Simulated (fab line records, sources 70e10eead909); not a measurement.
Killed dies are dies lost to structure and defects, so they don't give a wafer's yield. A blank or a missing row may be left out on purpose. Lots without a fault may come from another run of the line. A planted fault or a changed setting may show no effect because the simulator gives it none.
Chamber matching | flow nand_harc | NHARC_P_M0_STRIP_18 on rie_diel-06: 4 sister chambers
The step strips in N2/H2. 20 wafers are shown with their chamber, then 10 later ones without.

WAFERS WITH THEIR CHAMBER
wafer  | chamber | drypump_motor_current_A (A) | rf_vpp_V (V) | oes_product_au (a.u.)
L075.2 | 2       | 6.4                         | 89.8         | 0.996
L075.5 | 2       | 6.4                         | 91.2         | 0.996
L075.6 | 1       | 5.4                         | 91.0         | 0.994
L074.2 | 0       | 5.9                         | 89.1         | 0.987
L074.3 | 1       | 5.4                         | 89.2         | 0.997
L074.5 | 1       | 5.5                         | 90.9         | 0.991
L076.1 | 0       | 5.9                         | 89.8         | 0.983
L076.2 | 2       | 6.4                         | 91.6         | 0.991
L076.6 | 3       | 5.4                         | 91.8         | 0.999
L078.1 | 3       | 5.3                         | 90.1         | 1.010
L078.2 | 2       | 6.4                         | 92.0         | 1.002
L078.3 | 1       | 5.4                         | 90.7         | 1.009
L079.2 | 0       | 5.9                         | 89.1         | 0.991
L079.3 | 2       | 6.4                         | 91.2         | 0.989
L079.4 | 0       | 5.9                         | 88.8         | 0.992
L084.1 | 1       | 5.4                         | 90.0         | 1.004
L084.2 | 3       | 5.3                         | 90.2         | 0.998
L084.6 | 2       | 6.4                         | 91.0         | 0.996
L087.2 | 1       | 5.4                         | 92.7         | 0.993
L087.3 | 0       | 5.9                         | 89.0         | 0.993

SIGNATURES (means of the wafers above)
reading                 | chamber 0 | chamber 1 | chamber 2 | chamber 3 | scatter within a chamber
drypump_motor_current_A | 5.900     | 5.417     | 6.400     | 5.333     | 0.0306
rf_vpp_V                | 89.160    | 90.750    | 91.133    | 90.700    | 0.867
oes_product_au          | 0.98920   | 0.99800   | 0.99500   | 1.00233   | 0.00564
Rule: a wafer's distance from a chamber is the root of the sum, over the readings, of the square of ((its reading less the chamber's mean) divided by the reading's scatter). The wafer belongs to the nearest chamber; if the next one is less than 2 further off, it can't be placed. The scatter: the root of (the sum of the squares of (reading less its chamber's mean) over the shown wafers, divided by (wafers less chambers)).

WAFERS WITHOUT THEIR CHAMBER
wafer  | drypump_motor_current_A (A) | rf_vpp_V (V) | oes_product_au (a.u.)
L087.5 | 5.4                         | 91.4         | 0.998
L090.1 | 5.4                         | 90.8         | 0.999
L090.5 | 5.3                         | 90.0         | 1.003
L090.6 | 5.9                         | 91.7         | 0.990
L089.1 | 5.4                         | 91.2         | 0.997
L089.2 | 5.9                         | 88.8         | 0.993
L089.3 | 5.3                         | 89.9         | 0.996
L093.3 | 6.4                         | 91.1         | 0.998
L093.5 | 5.3                         | 90.3         | 1.003
L093.6 | 5.9                         | 88.7         | 1.000

WHICH CHAMBER EACH WENT THROUGH
wafer  | from the rows above     | in truth
L087.5 | can't be placed: 1 or 3 | 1
L090.1 | can't be placed: 1 or 3 | 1
L090.5 | 3                       | 3
L090.6 | 0                       | 0
L089.1 | can't be placed: 1 or 3 | 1
L089.2 | 0                       | 0
L089.3 | 3                       | 3
L093.3 | 2                       | 2
L093.5 | 3                       | 3
L093.6 | 0                       | 0
Placed correctly: 7 of 10. Can't be placed from these rows: 3 (the true chamber is among the candidates in 3). Placed wrongly: 0.
